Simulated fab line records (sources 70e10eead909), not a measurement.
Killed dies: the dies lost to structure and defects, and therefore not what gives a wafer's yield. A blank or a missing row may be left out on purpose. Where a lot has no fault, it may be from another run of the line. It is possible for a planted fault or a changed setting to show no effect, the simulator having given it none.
Chamber matching / flow nandHarc / NHARC_A_CONTACT_ETCH_102 on rieDiel-08 has 4 sister chambers
The step etches the open film in CF4/O2, target depth 100 nm, overetch 10 nm, time 55 s. 4 wafers are shown with their chamber, then 8 later ones without.

WAFERS, EACH WITH ITS CHAMBER
wafer=L082.5; chamber=1; drypumpMotorCurrentA (A)=5.60
wafer=L083.3; chamber=2; drypumpMotorCurrentA (A)=5.56
wafer=L083.4; chamber=0; drypumpMotorCurrentA (A)=5.36
wafer=L087.1; chamber=3; drypumpMotorCurrentA (A)=5.81

WAFERS WITHOUT THEIR CHAMBER
wafer=L087.4; drypumpMotorCurrentA (A)=5.35
wafer=L087.6; drypumpMotorCurrentA (A)=5.60
wafer=L097.1; drypumpMotorCurrentA (A)=5.59
wafer=L097.2; drypumpMotorCurrentA (A)=5.61
wafer=L097.5; drypumpMotorCurrentA (A)=5.60
wafer=L096.1; drypumpMotorCurrentA (A)=5.58
wafer=L096.3; drypumpMotorCurrentA (A)=5.33
wafer=L096.6; drypumpMotorCurrentA (A)=5.34

EACH ONE'S CHAMBER
wafer=L087.4; from the rows above=0; in truth=0
wafer=L087.6; from the rows above=1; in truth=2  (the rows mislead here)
wafer=L097.1; from the rows above=can't be placed: 1 or 2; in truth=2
wafer=L097.2; from the rows above=1; in truth=1
wafer=L097.5; from the rows above=1; in truth=1
wafer=L096.1; from the rows above=can't be placed: 1 or 2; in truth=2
wafer=L096.3; from the rows above=0; in truth=0
wafer=L096.6; from the rows above=0; in truth=0
5 of 8 placed correctly. From these rows, 2 cannot be placed; in 2 the true chamber is one of the candidates. Number placed wrongly: 1.
How it was worked out, from the rows above alone: a wafer's distance from a chamber is the root of the sum, over the readings, of the square of ((its reading less the chamber's mean) divided by the reading's scatter). The wafer belongs to the nearest chamber; if the next one is less than 2 further off, it can't be placed. A chamber's mean is the mean of its shown wafers. The scatter (one wafer shown for each chamber): square how far every hidden wafer sits from the nearest shown wafer, average those squares and take the square root.
